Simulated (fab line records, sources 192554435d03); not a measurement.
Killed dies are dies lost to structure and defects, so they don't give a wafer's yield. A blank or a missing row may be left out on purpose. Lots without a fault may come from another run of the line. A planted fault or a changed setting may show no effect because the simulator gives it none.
Split-lot experiment | flow n5_finfet | 7 lots, 21 wafers read, on a route of 1938 steps

THE SPLIT
At N5_BEOL_M8_EXPOSE_08 (exposes mask M8), the setting dose_mj was moved away from the recipe's 68.25 on 9 of the 21 wafers read, by -4.5% to +5.0%. The other wafers ran this setting at the recipe's value.

FROM THE SPLIT TO THE READING: what the file shows between them, 18 steps
- N5_BEOL_M8_PEB_09: peb time 60 s
- N5_BEOL_M8_DEVELOP_10: develop time 30 s
- N5_BEOL_M8_CD_MEAS_11: target cd 38.5 nm
- N5_BEOL_M8_ETCH_61: etches SiARC in CF4, target depth 45.5 nm, time 75.8 s (also split here: bias_w)
- N5_BEOL_M8_ETCH_62: etches SOC in N2/H2, target depth 110 nm, overetch 22 nm, time 165 s
- N5_BEOL_M8_STRIP_68: strips in N2/H2
- N5_BEOL_M8_STRIP_67: strips in CF4
- N5_BEOL_M8_HM_OPEN_17: chemistry Cl2/BCl3, target TiN, target depth 20 nm, overetch 6 nm
- N5_BEOL_M8_STRIP_19: strips in O2
- N5_BEOL_M8_CD_MEAS_18: pitch 80 nm, target cd 40 nm
- N5_BEOL_M8_COAT_22: resist thk 30 nm (also split here: spin_rpm)
- N5_BEOL_M8_EBR_24
- N5_BEOL_M8_SOFTBAKE_23: time 60 s
- N5_BEOL_M8_DESCUM_33: chemistry O2, time 7 s
- N5_BEOL_M8_ETCH_72: etches underlayer in N2/H2, target depth 6.5 nm, time 5.2 s
- N5_BEOL_M8_ETCH_65: etches SiARC in CF4, target depth 15.6 nm, time 26 s
- N5_BEOL_M8_PRECLEAN_42: cleans in residue remover, time 60 s
- N5_BEOL_M8_SRD_43: time 30 s

THE READING
cd_nm, in nm, at N5_BEOL_M8_CD_MEAS_35 (target cd 40 nm). Fault-free wafers of this fab line usually give 40.1 nm, standard deviation 0.54 nm.

wafer  | tool, chamber at the split | dose_mj as run | against the recipe | cd_nm, nm | against lot-mates on the recipe
L076.1 | arfi_scanner-01, 0         | 71.56          | +4.8%              | 42.1      | +2.1
L076.2 | arfi_scanner-01, 0         | 68.25          | recipe             | 40.0      | -
L076.6 | arfi_scanner-01, 0         | 71.56          | +4.8%              | 42.4      | +2.4
L081.2 | arfi_scanner-01, 0         | 68.25          | recipe             | 39.6      | -
L081.5 | arfi_scanner-01, 0         | 68.25          | recipe             | 41.2      | -
L081.6 | arfi_scanner-01, 0         | 70.06          | +2.7%              | 41.9      | +1.5
L086.3 | arfi_scanner-02, 0         | 68.25          | recipe             | 39.6      | -
L086.4 | arfi_scanner-02, 0         | 68.25          | recipe             | 40.0      | -
L086.5 | arfi_scanner-02, 0         | 70.85          | +3.8%              | 41.9      | +2.1
L089.2 | arfi_scanner-03, 0         | 68.25          | recipe             | 40.8      | -
L089.3 | arfi_scanner-03, 0         | 68.25          | recipe             | 39.8      | -
L089.4 | arfi_scanner-03, 0         | 68.25          | recipe             | 40.6      | -
L091.3 | arfi_scanner-01, 0         | 65.19          | -4.5%              | 37.4      | no lot-mate on the recipe
L091.4 | arfi_scanner-01, 0         | 65.19          | -4.5%              | 38.3      | no lot-mate on the recipe
L091.5 | arfi_scanner-01, 0         | 65.19          | -4.5%              | 37.1      | no lot-mate on the recipe
L095.2 | arfi_scanner-01, 0         | 71.66          | +5.0%              | 43.2      | +2.8
L095.4 | arfi_scanner-01, 0         | 68.25          | recipe             | 40.4      | -
L095.6 | arfi_scanner-01, 0         | 71.66          | +5.0%              | 41.9      | +1.5
L097.1 | arfi_scanner-01, 0         | 68.25          | recipe             | 40.1      | -
L097.3 | arfi_scanner-01, 0         | 68.25          | recipe             | 40.7      | -
L097.6 | arfi_scanner-01, 0         | 68.25          | recipe             | 39.8      | -

THE FIT
A straight line over all 21 wafers: cd_nm changes by +0.506 nm for each +1% of dose_mj; r = +0.94; the points scatter about the line by 0.53 nm.
The same after taking each lot's own level away (the mean of its wafers on the recipe; 18 wafers): +0.463 nm for each +1%; r = +0.91; scatter 0.47 nm.
On that fit, the largest move of dose_mj shifts the reading by 2.3 nm.
The lots' own levels span 39.80 to 40.40 nm, that is 1.1 times the standard deviation above.
So the lot-to-lot level changes the slope little: the two slopes agree.
Check: with one of the wafers moved furthest among these (+5.0%) left out of the fit, the line predicts +2.2 nm for it against its lot-mates. It came out at +2.8 nm against them.

OTHER SPLITS ON THESE WAFERS
These wafers also went through other splits before the reading. Each is held against what the fit with the lots' levels taken away leaves over:
other split on the same wafers     | wafers away from the commonest value | r with cd_nm (lot level and that fit taken away)
N5_BEOL_M4_TRENCH_ETCH_37 source_w | 8                                    | +0.20
N5_BEOL_M5_ETCH_72 bias_w          | 10                                   | +0.09
N5_BEOL_M5_COAT_22 spin_rpm        | 7                                    | +0.08
N5_BEOL_M8_ETCH_61 bias_w          | 6                                    | +0.40
N5_BEOL_M8_COAT_22 spin_rpm        | 7                                    | -0.14

THE WHOLE CHAIN: every reading that the file lists as answering this split, in the file's order
step                  | what it does                                                         | reading                                                               | change (the file's fit)               | r (the file's)
N5_BEOL_M8_CD_MEAS_11 | target cd 38.5 nm                                                    | cd_nm                                                                 | +0.546 nm for each +1% of the setting | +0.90
N5_BEOL_M8_ETCH_61    | etches SiARC in CF4, target depth 45.5 nm, time 75.8 s               | BEOL_M8.cd_offset_nm (the simulator's own value, which no gauge read) | +0.526 nm for each +1% of the setting | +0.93
N5_BEOL_M8_ETCH_62    | etches SOC in N2/H2, target depth 110 nm, overetch 22 nm, time 165 s | BEOL_M8.cd_offset_nm (the simulator's own value, which no gauge read) | +0.498 nm for each +1% of the setting | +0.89
N5_BEOL_M8_CD_MEAS_18 | pitch 80 nm, target cd 40 nm                                         | cd_nm                                                                 | +0.479 nm for each +1% of the setting | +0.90
N5_BEOL_M8_CD_MEAS_35 | target cd 40 nm                                                      | cd_nm                                                                 | +0.487 nm for each +1% of the setting | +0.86

THE FILE'S OWN FIT
cd_nm changes by +0.487 nm for each +1% of dose_mj, r = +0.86.
